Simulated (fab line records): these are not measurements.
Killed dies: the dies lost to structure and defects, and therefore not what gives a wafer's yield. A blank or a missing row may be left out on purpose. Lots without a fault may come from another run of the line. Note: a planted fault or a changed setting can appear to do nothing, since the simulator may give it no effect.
Chamber matching	flow n5-finfet	rie-diel-04 running N5_BEOL_M6_DESCUM_33: 4 sister chambers
The step chemistry O2, time 7 s. 14 wafers are shown with their chamber, then 7 later ones without.

## WAFERS, EACH WITH ITS CHAMBER
wafer	chamber	drypump-motor-current-A (A)	throttle-valve-pct (%)	oes-product-au (a.u.)
L363.2	3	6.3	20.89	0.66
L363.3	1	6.0	20.45	0.70
L363.6	2	5.4	19.93	0.96
L365.2	2	5.3	19.93	0.94
L365.3	1	6.1	20.46	0.69
L365.5	2	5.3	19.96	0.95
L368.2	3	6.3	20.55	0.94
L368.3	2	5.3	19.96	0.92
L368.4	0	5.4	20.15	0.95
L371.2	1	6.0	20.49	0.69
L371.4	0	5.4	20.15	0.94
L371.5	2	5.3	19.96	0.91
L377.1	0	5.4	20.16	0.91
L377.2	1	6.0	20.51	0.67

SIGNATURES (averages over the wafers above)
reading	chamber 0	chamber 1	chamber 2	chamber 3	scatter within a chamber
drypump-motor-current-A	5.400	6.025	5.320	6.300	0.0394
throttle-valve-pct	20.1533	20.4775	19.9480	20.7200	0.0782
oes-product-au	0.9333	0.6875	0.9360	0.8000	0.065
Rule: distance of a wafer from a chamber = root of the sum over the readings of ((wafer's reading minus chamber's mean) / reading's scatter) squared. If the next closest chamber is less than 2 further off than the closest, the wafer can't be placed; otherwise it belongs to the closest. The scatter is the square root of a quotient: the sum, over the shown wafers, of each reading's squared deviation from its chamber's mean, divided by wafers minus chambers.

## WAFERS MISSING THEIR CHAMBER
wafer	drypump-motor-current-A (A)	throttle-valve-pct (%)	oes-product-au (a.u.)
L377.3	6.3	20.56	0.90
L376.1	5.4	20.19	0.90
L376.3	6.0	20.51	0.68
L376.5	6.0	20.52	0.67
L383.1	5.4	20.03	0.85
L383.3	6.0	20.51	0.66
L383.5	5.4	20.03	0.85

## EACH ONE'S CHAMBER
wafer	from the rows above	in truth
L377.3	3	3
L376.1	0	0
L376.3	1	1
L376.5	1	1
L383.1	can't be placed: 0 or 2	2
L383.3	1	1
L383.5	can't be placed: 0 or 2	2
Correct placement for 5 of the 7. Not placeable from these rows: 2 (in 2, the candidates include the true chamber). Number placed wrongly: 0.
